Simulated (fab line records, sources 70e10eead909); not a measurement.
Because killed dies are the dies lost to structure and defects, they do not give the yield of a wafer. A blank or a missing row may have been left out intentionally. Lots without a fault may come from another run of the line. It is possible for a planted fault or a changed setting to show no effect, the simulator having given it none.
fab line records | flow nand-harc
[record] lots = 12 wafers = 36 last-day = 33
route steps=1302 shown A_SGD_CUT@913 A_SLIT@924
lots that met no fault: taken from a fault-free run of the same line
start-h: hours from the record's first day to the start of the lot's first wafer shown | wait-h: hours elapsed since this lot's preceding step | " same as the row above | L1.1+2: a row that stands for several wafers | - either no value or no given start | * or withheld: withheld | < > ~ a bound
route shown NAME@n: names a module that has steps shown in the file, with the first one's number in the route | usual: mean/standard deviation taken from wafers without a fault | same: alike in all rows | chamber/n: place in a boat | sites: per-site readings | _std_site: standard deviation of those values | _edge_site: the outer-site mean with the inner-site mean subtracted | radius-mm: for every site, how far away it sits from the centre of the wafer | mask NAME#n: copy n | behind: the most recent tool/chamber to have shaped the wafer | hold: cause of the lot's hold/its duration in hours/its outcome | device: the transistor (n, p or np) that didn't switch | end of line: at the end of the route, the tests of the same wafers | a step with no rows: only its recipe | killed: at the first sort, the dies lost to defects and structure; wafer yield is something else | map: dies across one wafer; x = killed, . = not, _ = none there
set.NAME: the setting that was run; set.NAME@STEP: the one run at that earlier step | model.NAME: the simulator's own value behind a step, which no gauge read
steps of the route over a sample of lots; a table a step, a row a wafer
services: when a tool's chamber went out of use (start-h, in hours from the record's first day, below 0 if earlier), for how many hours, and the reason
[[steps]]
[step NHARC_A_SGD_CUT_DEP_20]
[recipe] target-thk-a = 1500 temp-c = 65 material = SiO2
// columns lot.wafer tool chamber start-h wait-h
L718.2+3+5 fcvd-01 1,1,0 432.45 -
L720.2+1+6 fcvd-01 0,1,1 447.81 -
L719.1+2+4 fcvd-02 1,0,1 448.17 0.1
L721.2+5+6 fcvd-01 0,1,0 450.79 -
L722.2+3+6 fcvd-02 0 470.05 -
L723.1+3+6 fcvd-02 0 477.21 -
L724.2+3+5 fcvd-01 0,0,1 493.84 -
L727.2+5+6 fcvd-01 0,0,1 531.87 -
L728.1+2+4 fcvd-02 0,1,0 539.81 -
L729.1+3+6 fcvd-02 1 547.61 -
L737.1+3+4 fcvd-02 1 628.45 -
L741.2+3+5 fcvd-01 0 673.69 -
[step NHARC_A_SGD_CUT_CMP_21]
[recipe] target-thk-nm = 148.19
[usual] motor-current-A = 12.2/1.4 time-to-endpoint-s = 50/3.1
// columns lot.wafer tool chamber start-h wait-h motor-current-A time-to-endpoint-s
L718.3 cmp-02 2 439.67 0.4 13.0 51
L718.2 " 1 " " 11.3 49
L718.5 " 2 " " 13.4 49
L720.2 cmp-01 0 454.94 0.4 14.0 49
L720.1 " 1 " " 13.3 51
L720.6 " 1 " " 13.2 48
L719.2 cmp-04 1 454.96 0.4 12.1 47
L719.4 " 2 " " 15.2 51
L719.1 " 3 " " 10.0 51
L721.2 cmp-02 0 455.12 0.5 10.8 46
L721.5 " 2 " " 12.7 47
L721.6 " 3 " " 12.3 48
L722.3 cmp-04 3 474.71 0.4 10.1 53
L722.2 " 1 " " 12.2 48
L722.6 " 3 " " 9.9 52
L723.1 cmp-04 1 482.00 0.4 12.5 51
L723.3 " 3 " " 9.8 54
L723.6 " 1 " " 12.6 47
L724.2 cmp-04 2 499.63 0.4 13.7 58
L724.3 " 3 " " 10.0 57
L724.5 " 2 " " 14.9 55
L727.2 cmp-04 3 539.09 0.4 9.7 54
L727.6 " 2 " " 14.6 56
L727.5 " 3 " " 10.4 56
L728.4 cmp-04 0 544.65 0.4 11.6 53
L728.1 " 1 " " 12.6 49
L728.2 " 2 " " 14.4 53
L729.3 cmp-01 3 554.81 0.4 11.6 51
L729.1 " 0 " " 13.7 49
L729.6 " 0 " " 13.6 48
L737.3 cmp-04 1 633.38 0.4 12.4 42
L737.1 " 2 " " 14.1 24
L737.4 " 3 " " 11.1 50
L741.3 cmp-04 1 678.46 0.4 12.3 47
L741.2 " 2 " " 14.3 49
L741.5 " 1 " " 12.6 45
[step NHARC_A_SGD_CUT_THK_MEAS_22]
[recipe] thk-meas-gauge = ellipsometry
[usual] thk-nm = 148.4/1.4
// columns lot.wafer tool chamber start-h wait-h thk-nm
L718.2 film-metro-01 - 439.92 0.2 147.7
L718.3 " - " " 148.3
L718.5 " - " " 149.3
L720.1 film-metro-02 - 455.19 0.2 148.7
L720.2 " - " " 149.1
L720.6 " - " " 147.5
L719.1 film-metro-01 - 455.19 0.2 148.4
L719.2 " - " " 147.5
L719.4 " - " " 147.5
L721.2 film-metro-01 - 455.32 0.2 149.2
L721.5 " - " " 149.4
L721.6 " - " " 146.7
L722.2 film-metro-01 - 474.94 0.2 149.1
L722.3 " - " " 147.1
L722.6 " - " " 147.3
L723.1 film-metro-02 - 482.23 0.2 147.9
L723.3 " - " " 147.0
L723.6 " - " " 149.1
L724.2 film-metro-01 - 499.89 0.2 151.2
L724.3 " - " " 149.6
L724.5 " - " " 147.7
L727.2 film-metro-02 - 539.32 0.2 149.6
L727.5 " - " " 149.9
L727.6 " - " " 149.9
L728.1 film-metro-02 - 544.88 0.2 147.3
L728.2 " - " " 148.3
L728.4 " - " " 147.7
L729.1 film-metro-02 - 555.07 0.2 147.0
L729.3 " - " " 149.2
L729.6 " - " " 147.8
L737.1 film-metro-01 - 633.64 0.2 83.0
L737.3 " - " " 151.4
L737.4 " - " " 147.3
L741.2 film-metro-02 - 678.69 0.2 147.4
L741.3 " - " " 146.6
L741.5 " - " " 148.3
[step NHARC_A_SGD_CUT_ETCHBACK_24]
[recipe] target-depth-a = 500 over-etch-frac = 0.3 time-s = 92.857 ion-energy-ev = 120 ch3f-flow-sccm = 50 o2-flow-sccm = 30 ar-flow-sccm = 200 rf-w = 500 bias-w = 100 chemistry = CH3F/O2
[usual] drypump-motor-current-A = 5.6/0.52 oes-product-au = 0.97/0.031 rf-fwd-power-W = 496.3/1.9 rf-vpp-V = 243.9/1.6 showerhead-plenum-p-Torr = 2.43/0.1 throttle-valve-pct = 20.663/0.0086
// columns lot.wafer tool chamber start-h wait-h drypump-motor-current-A oes-product-au rf-fwd-power-W rf-hours-counter-h rf-vpp-V showerhead-plenum-p-Torr throttle-valve-pct
L718.3 rie-diel-08 1 440.16 0.2 5.0 1.02 497.8 2.5 244.5 2.43 20.664
L718.2 " 2 " " 4.9 1.01 495.3 2.9 243.1 2.37 20.672
L718.5 " 1 " " 5.0 1.03 498.9 - 243.5 2.43 20.658
L720.1 rie-diel-08 2 455.41 0.2 4.9 0.91 495.2 3.8 244.5 2.37 20.655
L720.2 " 0 " " 6.4 0.92 492.8 3.5 243.9 2.45 20.656
L720.6 " 3 " " 5.9 0.93 496.7 - 247.2 2.61 20.656
L719.2 rie-diel-06 1 455.42 0.1 5.7 1.02 495.9 13.2 242.3 2.40 20.667
L719.4 " 2 " " 4.7 1.01 497.4 13.4 244.1 2.40 20.665
L719.1 " 3 " " 5.5 1.00 496.9 11.3 246.0 2.58 20.664
L721.2 rie-diel-02 3 455.64 0.2 6.3 0.96 496.3 3.4 245.1 2.50 20.669
L721.5 " 0 " " 5.7 0.99 494.2 - 242.6 2.32 20.673
L721.6 " 1 " " 5.3 0.96 498.4 - 243.2 2.31 20.661
L722.2 rie-diel-08 0 475.17 0.1 6.4 0.92 492.7 4.0 246.3 2.45 20.662
L722.3 " 1 " " 5.0 0.94 496.9 3.7 244.7 2.43 20.666
L722.6 " 3 " " 6.0 0.92 497.9 - 245.5 2.61 20.664
L723.3 rie-diel-02 1 482.45 0.1 5.2 1.00 498.0 5.2 242.8 2.31 20.661
L723.1 " 2 " " 5.7 0.97 499.4 5.3 246.7 2.54 20.667
L723.6 " 2 " " 5.7 0.98 499.0 - 245.6 2.54 20.665
L724.2 rie-diel-02 0 500.11 0.1 5.7 0.99 496.1 5.8 241.1 2.32 20.666
L724.3 " 3 " " 6.3 0.99 498.2 7.0 245.3 2.50 20.674
L724.5 " 0 " " 5.7 1.00 494.3 - 244.2 2.32 20.643
L727.2 rie-diel-02 3 539.59 0.2 6.3 1.00 497.8 9.5 243.8 2.50 20.665
L727.5 " 0 " " 5.7 0.99 494.7 - 241.2 2.32 20.669
L727.6 " 1 " " 5.2 0.99 498.1 - 244.1 2.31 20.653
L728.4 rie-diel-02 1 545.12 0.2 5.2 1.00 498.3 9.1 243.5 2.31 20.685
L728.2 " 2 " " 5.8 0.99 500.1 9.3 247.1 2.54 20.652
L728.1 " 3 " " 6.3 0.99 498.4 9.8 244.1 2.50 20.651
L729.1 rie-diel-06 2 555.29 0.1 4.7 1.01 496.0 4.5 241.9 2.39 20.671
L729.3 " 1 " " 5.7 1.00 494.9 4.7 242.6 2.39 20.667
L729.6 " 3 " " 5.5 1.00 497.1 - 245.4 2.58 20.652
L737.4 rie-diel-02 3 633.86 0.1 6.3 0.95 495.7 2.5 243.2 2.50 20.666
L737.1 " 1 " " 5.2 0.96 495.1 3.3 241.6 2.30 20.672
L737.3 " 2 " " 5.8 0.96 498.3 3.1 244.9 2.53 20.657
L741.3 rie-diel-02 1 678.91 0.1 5.2 0.95 497.0 7.0 242.9 2.30 20.668
L741.2 " 3 " " 6.3 0.95 496.5 5.6 245.6 2.50 20.647
L741.5 " 1 " " 5.2 0.96 499.5 - 241.6 2.30 20.663
[step NHARC_A_SGD_CUT_INSPECT_25]
[usual] raw-defect-count = 409/83
// columns lot.wafer tool chamber start-h wait-h raw-defect-count
L718.2 defect-inspect-01 - 440.38 - 413
L718.3 " - " " 396
L718.5 " - " " 728
L720.1 defect-inspect-01 - 455.66 - 537
L720.2 " - " " 423
L720.6 " - " " 304
L719.1 defect-inspect-02 - 455.76 - 399
L719.2 " - " " 384
L719.4 " - " " 441
L721.2 defect-inspect-01 - 455.84 - 433
L721.5 " - " " 691
L721.6 " - " " 430
L722.2 defect-inspect-02 - 475.40 - 372
L722.3 " - " " 427
L722.6 " - " " 459
L723.1 defect-inspect-02 - 482.69 - 347
L723.3 " - " " 327
L723.6 " - " " 327
L724.2 defect-inspect-01 - 500.35 - 440
L724.3 " - " " 452
L724.5 " - " " 514
L727.2 defect-inspect-01 - 539.79 - 342
L727.5 " - " " 309
L727.6 " - " " 378
L728.1 defect-inspect-02 - 545.36 - 529
L728.2 " - " " 403
L728.4 " - " " 479
L729.1 defect-inspect-01 - 555.53 - 329
L729.3 " - " " 334
L729.6 " - " " 529
L737.1 defect-inspect-02 - 634.11 - 314
L737.3 " - " " 353
L737.4 " - " " 351
L741.2 defect-inspect-01 - 679.16 - 501
L741.3 " - " " 500
L741.5 " - " " 454
[step NHARC_A_SLIT_DEP_23]
[recipe] target-thk-a = 1000 target-thk-nm = 100 temp-c = 400 pressure-torr = 3.5 flow-sccm = 200 rf-w = 350 material = SiON
[usual] heater-power-w = 731/100 rf-fwd-power-W = 348.2/1.2
// columns lot.wafer tool chamber start-h wait-h heater-power-w rf-fwd-power-W
L718.3 pecvd-02 1 448.48 1.9 680 348.2
L718.2 " 0 " " 859 346.6
L718.5 " 2 " " 653 348.2
L720.2 pecvd-03 1 462.82 2.5 706 348.4
L720.1 " 2 " " 646 349.5
L720.6 " 2 " " 671 348.8
L719.1 pecvd-04 1 463.05 3.1 679 348.8
L719.2 " 2 " " 679 345.4
L719.4 " 2 " " 679 346.7
L721.2 pecvd-02 0 463.64 2.6 790 350.0
L721.5 " 0 " " 795 349.3
L721.6 " 1 " " 622 347.5
L722.2 pecvd-03 0 479.62 2.5 690 347.6
L722.3 " 2 " " 688 349.3
L722.6 " 0 " " 700 347.3
L723.1 pecvd-04 0 490.42 3.1 949 350.5
L723.3 " 2 " " 791 347.7
L723.6 " 0 " " 961 348.0
L724.3 pecvd-03 0 505.97 1.9 734 350.5
L724.2 " 1 " " 679 347.9
L724.5 " 2 " " 771 350.7
L727.2 pecvd-03 1 543.99 2.5 727 349.3
L727.5 " 1 " " 723 348.0
L727.6 " 0 " " 748 346.5
L728.2 pecvd-02 0 551.57 2.6 838 349.6
L728.1 " 1 " " 585 347.8
L728.4 " 1 " " 607 349.4
L729.3 pecvd-02 2 559.73 1.9 574 349.9
L729.1 " 0 " " 746 347.8
L729.6 " 0 " " 736 347.5
L737.1 pecvd-03 1 638.67 3.5 732 348.1
L737.3 " 0 " " 613 347.6
L737.4 " 2 " " 738 348.9
L741.3 pecvd-02 1 684.48 1.9 676 349.9
L741.2 " 2 " " 662 348.5
L741.5 " 0 " " 875 347.4
[[services]]
// columns tool chamber start-h hours kind
cmp-04 - 411.03 0.6 repair
pecvd-03 0 413.59 3.8 repair
pecvd-02 - 415.77 0.7 repair
fcvd-02 - 450.00 13.0 pm
fcvd-01 1 454.47 10.7 repair
cmp-04 - 462.91 1.4 repair
rie-diel-02 0 471.69 5.7 repair
cmp-04 - 503.08 4.0 pm
rie-diel-08 3 508.41 3.5 repair
fcvd-01 0 523.84 5.3 repair
rie-diel-02 0 526.22 5.4 repair
pecvd-02 - 527.72 0.9 repair
rie-diel-08 - 544.80 9.0 pm
fcvd-01 - 547.00 13.0 pm
pecvd-03 - 547.30 13.0 pm
rie-diel-02 - 570.70 9.0 pm
pecvd-02 2 572.62 15.2 repair
fcvd-01 0 578.93 9.4 repair
pecvd-02 - 589.11 13.0 pm
fcvd-01 0 600.34 12.0 repair
cmp-04 - 601.08 4.0 pm
fcvd-02 0 611.72 35.7 repair
fcvd-02 - 631.00 13.0 pm
rie-diel-08 - 665.12 1.3 repair
[[key]]
[first-sign] step = NHARC_A_SGD_CUT_CMP_21 reading = time-to-endpoint-s direction = down sigmas = 8.5 usual = * struck = *
[effect] step = NHARC_A_SGD_CUT_THK_MEAS_22 reading = thk-nm direction = down sigmas = 46 usual = 148.4 struck = 83.0
met-at NHARC_A_SGD_CUT_DEP_20
struck-lots L737
struck-wafers L737.1
tester-left-out L737
not-acting-at NHARC_A_SGD_CUT_ETCHBACK_24,NHARC_A_SGD_CUT_INSPECT_25,NHARC_A_SLIT_DEP_23
onset-between 547.61 628.45
[fault] kind = process-parameter-drift tool = fcvd-02 chamber = - onset-h = 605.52 steps = NHARC_A_SGD_CUT_DEP_20 channel = target-thk-a offset = * shape = step end-h = 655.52 scope = struck-wafers-only acts-in = * stated = *
// tester-left-out: of these lots the tester's yield and bins aren't shown, on N5 and GAA mostly nor the transistor test; their killed dies are dies lost to structure and defects alone, not to doping, threshold or leakage, so they don't give the yield
